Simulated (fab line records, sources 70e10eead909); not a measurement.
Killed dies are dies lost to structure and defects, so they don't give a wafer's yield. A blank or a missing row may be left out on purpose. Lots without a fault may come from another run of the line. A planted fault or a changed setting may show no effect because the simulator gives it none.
fab line records | flow nand_harc
record lots=13 wafers=39 last_day=32
route steps=1302 shown A_STAIRCASE@812 END@1302
lots that met no fault: from a run of the same line without faults
start_h: hours from the record's first day to the start of the lot's first wafer shown | wait_h: hours since the lot's step before | " the same as in the row above | L1.1+2: a row that stands for several wafers | - no value, or no start given | * or withheld: withheld | < > ~ a bound
route shown NAME@n: a module of which the file shows steps, and the number in the route of the first | usual: mean/standard deviation of fault-free wafers | same: alike in all rows | chamber/n: place in a boat | sites: the reading at each site | _std_site: their standard deviation | _edge_site: outer sites' mean less inner sites' | radius_mm: how far each site lies from the wafer's centre | mask NAME#n: copy n | behind: the tool/chamber that last shaped the wafer | hold: why the lot was held/for how many hours/how that ended | device: the transistor (n, p or np) that didn't switch | end of line: the same wafers' tests at the end of the route | a step without rows: its recipe alone | killed: dies lost to structure and defects at the first sort, not the wafer's yield | map: a wafer's dies, x killed, . not, _ none there
set.NAME: the setting as run; set.NAME@STEP: as run at that earlier step | model.NAME: the simulator's own value behind a step, which no gauge read
steps of the route over a sample of lots; a table a step, a row a wafer
services: from which hour (start_h, from the record's first day; less than 0 if before it) a tool's chamber was out of use, for how many hours, and why
## steps
# step NHARC_A_STAIRCASE_ETCH_294
# recipe target_depth_a=49890 time_s=1211.6 ion_energy_ev=800 c4f8_flow_sccm=80 o2_flow_sccm=60 ar_flow_sccm=withheld rf_w=600 bias_w=3000 chemistry=C4F8/O2/Ar
# usual oes_product_au=0.934/0.011 rf_vpp_V=1827/10
# columns lot.wafer tool chamber start_h wait_h oes_product_au rf_hours_counter_h rf_vpp_V
L942.1 rie_diel-08 2 - - 0.947 1 1825
L942.3 " 0 " " 0.939 2 1819
L942.2 " 1 " " 0.950 2 1845
L943.4 rie_diel-08 3 - - 0.944 8 1825
L943.2 " 0 " " 0.931 10 1817
L943.6 " 3 " " 0.947 - 1825
L945.4 rie_diel-08 0 - - 0.928 15 1817
L945.5 " 2 " " 0.938 - 1825
L945.6 " 3 " " 0.939 - 1825
L947.1 rie_diel-08 0 - - 0.930 19 1817
L947.4 " 1 " " 0.934 14 1845
L947.5 " 3 " " 0.945 - 1824
L949.3 rie_diel-09 2 - - 0.918 48 1807
L949.2 " 0 " " 0.933 44 1840
L949.5 " 2 " " 0.919 - 1808
L951.1 rie_diel-08 1 - - 0.928 27 1844
L951.6 " 0 " " 0.933 - 1816
L951.5 " 1 " " 0.922 - 1845
L952.3 rie_diel-09 2 - - 0.931 57 1807
L952.1 " 0 " " 0.931 53 1840
L952.6 " 3 " " 0.935 - 1826
L954.4 rie_diel-02 1 - - 0.912 32 1832
L954.6 " 3 " " 0.933 - 1814
L954.5 " 0 " " 0.933 - 1842
L959.3 rie_diel-02 0 - - 0.937 55 1841
L959.2 " 2 " " 0.921 47 1832
L959.5 " 1 " " 0.911 - 1830
L960.2 rie_diel-08 3 - - 0.940 6 1822
L960.1 " 0 " " 0.942 6 1815
L960.4 " 2 " " 0.929 - 1822
L962.2 rie_diel-08 0 - - 0.941 8 1816
L962.6 " 0 " " 0.933 - 1816
L962.4 " 2 " " 0.929 - 1824
L961.1 rie_diel-09 0 - - 0.914 28 1839
L961.3 " 2 " " 0.925 28 1844
L961.5 " 2 " " 0.925 - 1847
L965.3 rie_diel-09 3 - - 0.955 38 1825
L965.2 " 0 " " 0.928 33 1840
L965.4 " 2 " " 0.939 37 1847
# step NHARC_A_STAIRCASE_HM_OPEN_463
# recipe o2_flow_sccm=400 cos_flow_sccm=20 ar_flow_sccm=0 rf_w=500 bias_w=300 chemistry=O2/COS
# usual drypump_motor_current_A=5.6/0.59 oes_product_au=0.999/0.01 rf_vpp_V=467.8/2.7 showerhead_plenum_p_Torr=3.15/0.12 throttle_valve_pct=28.329/0.01
# columns lot.wafer tool chamber start_h wait_h drypump_motor_current_A oes_product_au rf_hours_counter_h rf_vpp_V showerhead_plenum_p_Torr throttle_valve_pct
L942.3 rie_diel-02 1 - - 6.3 0.997 56 469.0 3.18 28.317
L942.2 " 2 " " 5.7 0.996 50 468.7 3.18 28.332
L942.1 " 3 " " 4.9 0.995 48 464.4 2.99 28.335
L943.4 rie_diel-02 3 - - 4.9 1.007 0 465.4 2.99 28.316
L943.2 " 0 " " 6.7 1.013 0 472.0 3.33 28.334
L943.6 " 2 " " 5.7 0.997 - 468.7 3.18 28.339
L945.4 rie_diel-02 0 - - 6.7 1.015 5 472.0 3.32 28.328
L945.6 " 1 " " 6.3 1.000 - 468.9 3.18 28.336
L945.5 " 2 " " 5.7 0.988 - 469.8 3.18 28.323
L947.4 rie_diel-08 3 - - 4.8 1.009 21 467.5 3.09 28.326
L947.1 " 2 " " 5.6 1.002 19 466.1 3.09 28.331
L947.5 " 3 " " 4.8 1.015 - 466.2 3.09 28.343
L949.3 rie_diel-02 2 - - 5.7 0.995 15 467.0 3.17 28.334
L949.2 " 0 " " 6.7 1.020 17 471.5 3.32 28.326
L949.5 " 1 " " 6.3 0.982 - 467.5 3.18 28.343
L951.1 rie_diel-02 3 - - 4.9 1.002 27 463.2 2.98 28.332
L951.5 " 1 " " 6.3 0.997 - 468.0 3.17 28.324
L951.6 " 2 " " 5.7 1.002 - 468.3 3.17 28.329
L952.1 rie_diel-02 1 - - 6.3 0.990 26 468.4 3.17 28.322
L952.3 " 3 " " 4.9 0.987 28 465.6 2.98 28.331
L952.6 " 1 " " 6.3 0.988 - 467.1 3.17 28.349
L954.4 rie_diel-08 2 - - 5.5 1.001 42 464.2 3.08 28.330
L954.5 " 1 " " 5.6 1.013 - 469.9 3.32 28.341
L954.6 " 2 " " 5.6 1.010 - 466.9 3.08 28.337
L959.3 rie_diel-09 3 - - 4.7 1.003 19 467.1 3.11 28.319
L959.2 " 2 " " 5.0 0.976 19 473.0 3.36 28.314
L959.5 " 2 " " 5.0 0.981 - 472.0 3.36 28.325
L960.1 rie_diel-08 0 - - 5.6 1.010 10 463.0 2.99 28.328
L960.4 " 2 " " 5.6 0.996 10 465.6 3.07 28.336
L960.2 " 3 " " 4.9 1.009 10 465.9 3.07 28.306
L962.2 rie_diel-09 3 - - 4.7 1.009 32 468.1 3.10 28.330
L962.4 " 0 " " 6.1 0.998 - 469.8 3.27 28.332
L962.6 " 3 " " 4.7 0.996 - 465.7 3.10 28.329
L961.1 rie_diel-08 0 - - 5.5 1.012 10 464.3 2.99 28.339
L961.3 " 3 " " 4.9 1.009 11 466.1 3.07 28.308
L961.5 " 1 " " 5.6 1.006 - 472.0 3.32 28.345
L965.2 rie_diel-02 1 - - 6.3 0.982 6 466.4 3.15 28.342
L965.4 " 2 " " 5.7 1.000 7 468.0 3.15 28.314
L965.3 " 0 " " 6.7 1.006 5 472.2 3.29 28.327
# step NHARC_A_STAIRCASE_ALD_415
# recipe target_thk_a=300 pulse_time_s=6 ald_cycles=300 temp_c=300 material=SiO2
# usual ald_cycles=300/0 heater_power_w=450/39 precursor_pulse_height_rel=0.998/0.02
# same pulse_time_s=6
# columns lot.wafer tool chamber start_h wait_h ald_cycles heater_power_w precursor_pulse_height_rel
L942.3 ald_hk-04 3 393.33 0.3 300 507 0.980
L942.1 " 0 " " 300 433 0.978
L942.2 " 1 " " 300 422 0.995
L943.4 ald_hk-03 2 405.09 0.3 300 418 1.004
L943.2 " 3 " " 300 385 1.029
L943.6 " 2 " " 300 430 1.000
L945.4 ald_hk-01 3 423.07 0.8 300 466 0.985
L945.5 " 0 " " 300 465 0.964
L945.6 " 1 " " 300 445 0.996
L947.4 ald_hk-03 3 432.24 0.3 300 398 1.027
L947.1 " 1 " " 300 462 0.987
L947.5 " 2 " " 300 437 1.026
L949.3 ald_hk-04 3 454.60 0.5 300 541 1.018
L949.2 " 0 " " 300 408 0.988
L949.5 " 2 " " 300 443 1.017
L951.1 ald_hk-04 2 476.48 0.1 343 435 1.006
L951.6 " 2 " " 300 450 1.015
L951.5 " 3 " " 300 520 1.004
L952.3 ald_hk-04 0 479.45 0.3 300 409 0.983
L952.1 " 2 " " 343 447 0.999
L952.6 " 3 " " 300 524 0.969
L954.4 ald_hk-04 3 508.44 0.8 343 533 1.038
L954.5 " 0 " " 300 397 1.015
L954.6 " 1 " " 300 415 1.008
L959.3 ald_hk-01 2 562.38 1.3 300 498 0.996
L959.2 " 3 " " 300 459 1.025
L959.5 " 1 " " 300 424 1.016
L960.4 ald_hk-04 0 581.76 0.3 300 417 1.000
L960.2 " 1 " " 300 421 1.035
L960.1 " 2 " " 300 450 1.003
L962.2 ald_hk-03 2 583.83 0.3 300 405 0.992
L962.4 " 0 " " 300 463 0.996
L962.6 " 2 " " 300 405 0.979
L961.3 ald_hk-04 0 584.22 0.1 300 391 1.009
L961.1 " 1 " " 300 409 0.981
L961.5 " 1 " " 300 409 0.984
L965.2 ald_hk-03 1 604.65 0.1 300 463 1.027
L965.4 " 2 " " 300 398 1.025
L965.3 " 0 " " 300 464 0.995
# step NHARC_A_STAIRCASE_DEP_417
# recipe target_thk_a=600 step_coverage_pct=20 temp_c=400 target_thk_nm=60 flow_sccm=200 rf_w=450 material=Si3N4
# usual heater_power_w=706/93
# columns lot.wafer tool chamber start_h wait_h heater_power_w
L942.2 pecvd-03 1 395.58 - 651
L942.3 " 2 " " 709
L942.1 " 0 " " 891
L943.2 pecvd-04 1 407.50 - 646
L943.4 " 2 " " 792
L943.6 " 1 " " 664
L945.5 pecvd-03 0 424.84 - 762
L945.6 " 1 " " 568
L945.4 " 2 " " 647
L947.1 pecvd-02 0 434.28 - 751
L947.4 " 0 " " 755
L947.5 " 2 " " 613
L949.3 pecvd-02 0 456.43 - 705
L949.2 " 2 " " 636
L949.5 " 1 " " 698
L951.1 pecvd-02 0 478.86 - 654
L951.5 " 2 " " 582
L951.6 " 0 " " 660
L952.1 pecvd-04 1 481.51 - 603
L952.3 " 0 " " 682
L952.6 " 0 " " 666
L954.5 pecvd-02 1 510.15 - 650
L954.6 " 2 " " 636
L954.4 " 0 " " 756
L959.3 pecvd-03 2 564.24 - 589
L959.2 " 0 " " 755
L959.5 " 2 " " 601
L960.2 pecvd-03 0 583.79 - 929
L960.1 " 1 " " 685
L960.4 " 0 " " 962
L962.2 pecvd-04 0 585.94 - 630
L962.4 " 2 " " 826
L962.6 " 1 " " 731
L961.3 pecvd-03 2 586.48 - 699
L961.1 " 0 " " 880
L961.5 " 0 " " 858
L965.2 pecvd-04 2 606.92 - 887
L965.3 " 1 " " 617
L965.4 " 1 " " 616
# step NHARC_END_SORT_01
# recipe temp_c=25
# usual killed_at_array=55/23 killed_at_other=1.0/1.2 killed_at_periphery=3.2/2.7 killed_dies=59/23 killed_open=3.1/1.6 killed_short=2.2/1.5
# same gross_dies=677
# columns lot.wafer tool chamber start_h wait_h killed_at_array killed_at_other killed_at_periphery killed_dies killed_open killed_short
L959.2 prober-02 0 745.08 2.8 54 0 8 62 2 2
L959.3 prober-02 0 745.88 3.1 45 0 10 55 2 1
L959.5 prober-02 0 747.47 3.7 51 0 12 63 6 2
# killed by level:class
L959.2 A_SLIT:chamber_film_flake=29 A_CHANNEL_HOLE_D1:chamber_film_flake=6 A_WL_FILL:chamber_film_flake=5 A_STAIRCASE:chamber_film_flake=4 A_BONDPAD:chamber_film_flake=4 P_BONDPAD:chamber_film_flake=3 A_DECK1_JOINT:chamber_film_flake=2 P_M1:geometric_particle:short=1
L959.3 A_SLIT:chamber_film_flake=23 A_CHANNEL_HOLE_D1:chamber_film_flake=9 P_BONDPAD:chamber_film_flake=6 P_M1:chamber_film_flake=3 A_STAIRCASE:chamber_film_flake=3 A_BONDPAD:chamber_film_flake=2 A_DECK1_JOINT:geometric_particle:open=1 A_CHANNEL_HOLE_D2:geometric_particle:open=1
L959.5 A_SLIT:chamber_film_flake=29 P_BONDPAD:chamber_film_flake=7 A_CHANNEL_HOLE_D1:chamber_film_flake=6 A_CHANNEL_FILL_D2:geometric_particle:open=4 A_DECK1_JOINT:chamber_film_flake=3 P_GATE:chamber_film_flake=2 A_STAIRCASE:chamber_film_flake=2 A_CONTACT:chamber_film_flake=2
## services
# columns tool chamber start_h hours kind
pecvd-03 - 366.14 13.0 pm
rie_diel-08 - 367.84 9.0 pm
ald_hk-03 - 375.61 2.3 repair
rie_diel-08 2 379.29 7.0 repair
pecvd-04 1 381.53 7.2 repair
ald_hk-03 - 391.01 10.0 pm
rie_diel-02 - 393.86 9.0 pm
rie_diel-08 1 401.22 6.6 repair
pecvd-02 - 408.39 13.0 pm
pecvd-04 - 431.79 0.4 repair
rie_diel-02 - 442.16 0.3 repair
pecvd-04 - 450.26 13.0 pm
rie_diel-09 3 451.33 8.9 repair
rie_diel-02 2 455.77 5.2 repair
rie_diel-08 0 465.72 2.6 repair
rie_diel-09 - 497.17 9.0 pm
pecvd-02 - 523.34 4.7 repair
rie_diel-09 1 539.60 45.0 repair
rie_diel-08 - 544.89 9.0 pm
pecvd-03 - 547.16 13.0 pm
rie_diel-08 - 569.67 0.4 repair
rie_diel-02 - 570.88 9.0 pm
pecvd-03 - 579.43 0.7 repair
rie_diel-09 0 589.90 6.2 repair
## key
first_sign step=NHARC_A_STAIRCASE_ALD_415 reading=ald_cycles direction=up sigmas=99+ usual=300 struck=343
effect none on later readings
met_at NHARC_A_STAIRCASE_ALD_415
struck_lots L951,L952,L954
struck_wafers L951.1,L952.1,L954.4
tester_left_out L951,L952,L954
not_acting_at NHARC_A_STAIRCASE_ETCH_294,NHARC_A_STAIRCASE_HM_OPEN_463,NHARC_A_STAIRCASE_DEP_417
fault kind=process_parameter_drift tool=ald_hk-04 chamber=- onset_h=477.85 steps=NHARC_A_STAIRCASE_ALD_415 channel=ald_cycles offset=43 shape=step end_h=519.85 scope=struck_wafers_only acts_in=these_recipes_only stated=300
# tester_left_out: of these lots the tester's yield and bins aren't shown, on N5 and GAA mostly nor the transistor test; their killed dies are dies lost to structure and defects alone, not to doping, threshold or leakage, so they don't give the yield
